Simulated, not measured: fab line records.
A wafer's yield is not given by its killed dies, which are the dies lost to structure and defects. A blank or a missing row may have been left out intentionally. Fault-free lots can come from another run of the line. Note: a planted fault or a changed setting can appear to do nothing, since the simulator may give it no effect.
Chamber matching :: flow nand harc :: rie diel-02 running NHARC_A_STAIRCASE_ETCH_292: 4 sister chambers
The step etches the open film in CF4/CHF3. 4 wafers are shown with their chamber, then 7 later ones without.

WAFERS WITH THEIR CHAMBER
wafer: L616.6
chamber: 1
drypump motor current A (A): 6.1

wafer: L625.6
chamber: 3
drypump motor current A (A): 5.6

wafer: L633.1
chamber: 0
drypump motor current A (A): 5.1

wafer: L633.4
chamber: 2
drypump motor current A (A): 5.9

WAFERS WITH NO CHAMBER GIVEN
wafer: L633.5
drypump motor current A (A): 5.1

wafer: L635.1
drypump motor current A (A): 6.0

wafer: L635.2
drypump motor current A (A): 5.1

wafer: L635.3
drypump motor current A (A): 5.8

wafer: L638.1
drypump motor current A (A): 6.0

wafer: L638.5
drypump motor current A (A): 6.0

wafer: L638.6
drypump motor current A (A): 5.1

EACH ONE'S CHAMBER
wafer: L633.5
from the rows above: 0
in truth: 0

wafer: L635.1
from the rows above: can't be placed: 1 or 2
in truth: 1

wafer: L635.2
from the rows above: 0
in truth: 0

wafer: L635.3
from the rows above: can't be placed: 2 or 3
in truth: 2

wafer: L638.1
from the rows above: can't be placed: 1 or 2
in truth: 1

wafer: L638.5
from the rows above: can't be placed: 1 or 2
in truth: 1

wafer: L638.6
from the rows above: 0
in truth: 0
Correctly placed: 3 of 7. Not placeable from these rows: 4 (in 4, the candidates include the true chamber). Number placed wrongly: 0.
How it was worked out, from the rows above alone: a wafer's distance from a chamber is the root of the sum, over the readings, of the square of ((its reading less the chamber's mean) divided by the reading's scatter). The wafer belongs to the nearest chamber; if the next one is less than 2 further off, it can't be placed. The mean given for a chamber averages the wafers shown for that chamber. The scatter: with one shown wafer a chamber, the root of the mean of the squares of how far each hidden wafer lies from its nearest shown one.
